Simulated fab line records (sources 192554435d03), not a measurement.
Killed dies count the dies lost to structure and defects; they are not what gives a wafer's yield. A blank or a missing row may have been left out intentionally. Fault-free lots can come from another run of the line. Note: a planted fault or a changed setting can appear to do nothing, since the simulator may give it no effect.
Chamber matching | flow n5 finfet | 4 sister chambers for N5_BEOL_M0_SAQP_MANDREL_ETCH_20 on rie si-01
The step etches a-Si in HBr/Cl2, stops on SiNx, target depth 60 nm, bt time 10 s, time 30 s. 22 wafers are shown with their chamber, then 11 later ones without.

== EACH WAFER AND ITS CHAMBER ==
wafer  | chamber | drypump motor current A (A) | oes product au (a.u.)
L074.1 | 1       | 5.7                         | 0.757
L074.2 | 0       | 5.2                         | 0.759
L074.3 | 2       | 5.0                         | 0.749
L077.2 | 3       | 4.8                         | 0.770
L077.3 | 0       | 5.2                         | 0.771
L077.6 | 0       | 5.2                         | 0.775
L080.1 | 0       | 5.2                         | 0.771
L080.2 | 1       | 5.7                         | 0.749
L080.6 | 0       | 5.2                         | 0.783
L082.1 | 3       | 4.8                         | 0.762
L082.2 | 2       | 5.0                         | 0.756
L082.6 | 1       | 5.7                         | 0.753
L083.1 | 1       | 5.7                         | 0.753
L083.3 | 0       | 5.2                         | 0.772
L083.5 | 2       | 5.0                         | 0.760
L084.1 | 1       | 5.7                         | 0.759
L084.2 | 2       | 5.1                         | 0.760
L084.5 | 2       | 5.1                         | 0.765
L087.1 | 3       | 4.8                         | 0.767
L087.5 | 0       | 5.2                         | 0.768
L087.6 | 3       | 4.8                         | 0.775
L089.1 | 0       | 5.2                         | 0.771

SIGNATURES (means of the wafers above)
reading                 | chamber 0 | chamber 1 | chamber 2 | chamber 3 | scatter within a chamber
drypump motor current A | 5.200     | 5.700     | 5.040     | 4.800     | 0.0258
oes product au          | 0.77125   | 0.75420   | 0.75800   | 0.76850   | 0.0058
Rule: distance of a wafer from a chamber = root of the sum over the readings of ((wafer's reading minus chamber's mean) / reading's scatter) squared. If the next closest chamber is less than 2 further off than the closest, the wafer can't be placed; otherwise it belongs to the closest. How the scatter is found: for the shown wafers, subtract from each reading the mean of its chamber, square and add these, divide the total by (wafers less chambers), then take the root.

== WAFERS WITHOUT THEIR CHAMBER ==
wafer  | drypump motor current A (A) | oes product au (a.u.)
L089.2 | 4.8                         | 0.764
L089.5 | 5.6                         | 0.764
L094.1 | 5.6                         | 0.753
L094.2 | 5.2                         | 0.766
L094.4 | 4.8                         | 0.771
L096.1 | 5.7                         | 0.759
L096.2 | 5.0                         | 0.774
L096.3 | 5.2                         | 0.751
L097.2 | 5.7                         | 0.768
L097.4 | 5.0                         | 0.774
L097.6 | 4.8                         | 0.781

== WHICH CHAMBER EACH ONE RAN IN ==
wafer  | from the rows above | in truth
L089.2 | 3                   | 3
L089.5 | 1                   | 1
L094.1 | 1                   | 1
L094.2 | 0                   | 0
L094.4 | 3                   | 3
L096.1 | 1                   | 1
L096.2 | 2                   | 2
L096.3 | 0                   | 0
L097.2 | 1                   | 1
L097.4 | 2                   | 2
L097.6 | 3                   | 3
Correct placement for 11 of the 11. Can't be placed from these rows: 0. Number placed wrongly: 0.
